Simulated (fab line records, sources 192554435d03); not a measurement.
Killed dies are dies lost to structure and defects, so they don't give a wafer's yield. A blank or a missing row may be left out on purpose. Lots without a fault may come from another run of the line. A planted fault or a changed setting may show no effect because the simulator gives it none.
Chamber matching | flow n5_finfet | N5_BEOL_M11_DEP_56 on pecvd-02: 3 sister chambers
The step deposits SiCN from 3MS/NH3, target thk 30 nm, time 10.5 s. 3 wafers are shown with their chamber, then 10 later ones without.

WAFERS WITH THEIR CHAMBER
wafer  | chamber | throttle_valve_pct (%)
L080.2 | 0       | 17.3
L089.2 | 1       | 19.0
L089.5 | 2       | 17.7

WAFERS WITHOUT THEIR CHAMBER
wafer  | throttle_valve_pct (%)
L089.6 | 19.2
L091.2 | 17.4
L091.5 | 17.9
L091.6 | 18.9
L094.1 | 17.8
L094.2 | 18.9
L094.3 | 17.4
L094.4 | 17.3
L094.5 | 17.8
L094.6 | 18.9

WHICH CHAMBER EACH WENT THROUGH
wafer  | from the rows above     | in truth
L089.6 | 1                       | 1
L091.2 | can't be placed: 0 or 2 | 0
L091.5 | 2                       | 2
L091.6 | 1                       | 1
L094.1 | 2                       | 2
L094.2 | 1                       | 1
L094.3 | can't be placed: 0 or 2 | 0
L094.4 | 0                       | 0
L094.5 | 2                       | 2
L094.6 | 1                       | 1
Placed correctly: 8 of 10. Can't be placed from these rows: 2 (the true chamber is among the candidates in 2). Placed wrongly: 0.
How it was worked out, from the rows above alone: a wafer's distance from a chamber is the root of the sum, over the readings, of the square of ((its reading less the chamber's mean) divided by the reading's scatter). The wafer belongs to the nearest chamber; if the next one is less than 2 further off, it can't be placed. A chamber's mean is the mean of its shown wafers. The scatter: with one shown wafer a chamber, the root of the mean of the squares of how far each hidden wafer lies from its nearest shown one.
